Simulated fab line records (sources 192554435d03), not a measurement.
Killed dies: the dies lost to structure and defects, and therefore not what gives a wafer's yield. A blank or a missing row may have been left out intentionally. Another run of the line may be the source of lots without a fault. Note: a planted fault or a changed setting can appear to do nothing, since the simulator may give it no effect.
Chamber matching | flow n5Finfet | N5_BEOL_M0_SAQP_STRIP_86 on rieDiel-03: 4 sister chambers
The step strips in N2/H2. 30 wafers are shown with their chamber, then 12 later ones without.

== WAFERS WITH THEIR CHAMBER ==
wafer  | chamber | drypumpMotorCurrentA (A) | showerheadPlenumPTorr (Torr) | throttleValvePct (%)
L075.1 | 1       | 6.4                      | 3.34                         | 18.60
L075.2 | 3       | 5.3                      | 3.20                         | 18.86
L075.3 | 0       | 5.9                      | 3.19                         | 18.99
L075.4 | 2       | 5.3                      | 3.36                         | 19.23
L075.5 | 2       | 5.2                      | 3.36                         | 19.28
L075.6 | 1       | 6.5                      | 3.35                         | 18.61
L077.1 | 0       | 5.9                      | 3.18                         | 18.99
L077.3 | 3       | 5.3                      | 3.20                         | 18.89
L077.5 | 2       | 5.3                      | 3.35                         | 19.27
L082.1 | 1       | 6.5                      | 3.34                         | 18.62
L082.2 | 2       | 5.3                      | 3.35                         | 19.27
L082.3 | 0       | 5.9                      | 3.18                         | 19.04
L082.4 | 3       | 5.3                      | 3.19                         | 18.90
L082.5 | 2       | 5.3                      | 3.35                         | 19.25
L082.6 | 3       | 5.3                      | 3.19                         | 18.91
L083.2 | 0       | 5.9                      | 3.18                         | 19.00
L083.3 | 1       | 6.5                      | 3.34                         | 18.63
L083.6 | 1       | 6.5                      | 3.34                         | 18.63
L084.1 | 3       | 5.3                      | 3.19                         | 18.92
L084.2 | 1       | 6.5                      | 3.34                         | 18.64
L084.3 | 0       | 5.9                      | 3.18                         | 19.02
L084.4 | 2       | 5.3                      | 3.35                         | 19.29
L084.5 | 1       | 6.5                      | 3.34                         | 18.62
L084.6 | 2       | 5.3                      | 3.35                         | 19.28
L085.2 | 3       | 5.3                      | 3.19                         | 18.92
L085.3 | 2       | 5.3                      | 3.35                         | 19.29
L085.4 | 0       | 5.9                      | 3.18                         | 19.03
L087.2 | 0       | 5.9                      | 3.18                         | 19.00
L087.3 | 3       | 5.3                      | 3.19                         | 18.90
L087.5 | 0       | 5.9                      | 3.18                         | 19.03

SIGNATURES, as means of the wafers listed above
reading               | chamber 0 | chamber 1 | chamber 2 | chamber 3 | scatter within a chamber
drypumpMotorCurrentA  | 5.900     | 6.486     | 5.287     | 5.300     | 0.0258
showerheadPlenumPTorr | 3.1813    | 3.3414    | 3.3525    | 3.1929    | 0.00423
throttleValvePct      | 19.0125   | 18.6214   | 19.2700   | 18.9000   | 0.0191
Rule: a wafer's distance from a chamber is the root of the sum, over the readings, of the square of ((its reading less the chamber's mean) divided by the reading's scatter). The wafer belongs to the nearest chamber; if the next one is less than 2 further off, it can't be placed. The scatter: the root of (the sum of the squares of (reading less its chamber's mean) over the shown wafers, divided by (wafers less chambers)).

== WAFERS WITHOUT THEIR CHAMBER ==
wafer  | drypumpMotorCurrentA (A) | showerheadPlenumPTorr (Torr) | throttleValvePct (%)
L091.1 | 5.3                      | 3.19                         | 18.88
L091.2 | 5.9                      | 3.17                         | 19.01
L091.3 | 6.5                      | 3.33                         | 18.61
L091.4 | 5.3                      | 3.34                         | 19.31
L091.5 | 6.5                      | 3.33                         | 18.64
L091.6 | 5.3                      | 3.34                         | 19.29
L094.2 | 5.3                      | 3.34                         | 19.32
L094.5 | 5.3                      | 3.19                         | 18.94
L094.6 | 6.5                      | 3.33                         | 18.67
L095.1 | 6.5                      | 3.33                         | 18.64
L095.2 | 5.3                      | 3.18                         | 18.96
L095.4 | 6.5                      | 3.32                         | 18.65

== THE CHAMBER EACH PASSED THROUGH ==
wafer  | from the rows above | in truth
L091.1 | 3                   | 3
L091.2 | 0                   | 0
L091.3 | 1                   | 1
L091.4 | 2                   | 2
L091.5 | 1                   | 1
L091.6 | 2                   | 2
L094.2 | 2                   | 2
L094.5 | 3                   | 3
L094.6 | 1                   | 1
L095.1 | 1                   | 1
L095.2 | 3                   | 3
L095.4 | 1                   | 1
Placed correctly: 12 of 12. Can't be placed from these rows: 0. Placed wrongly: 0.
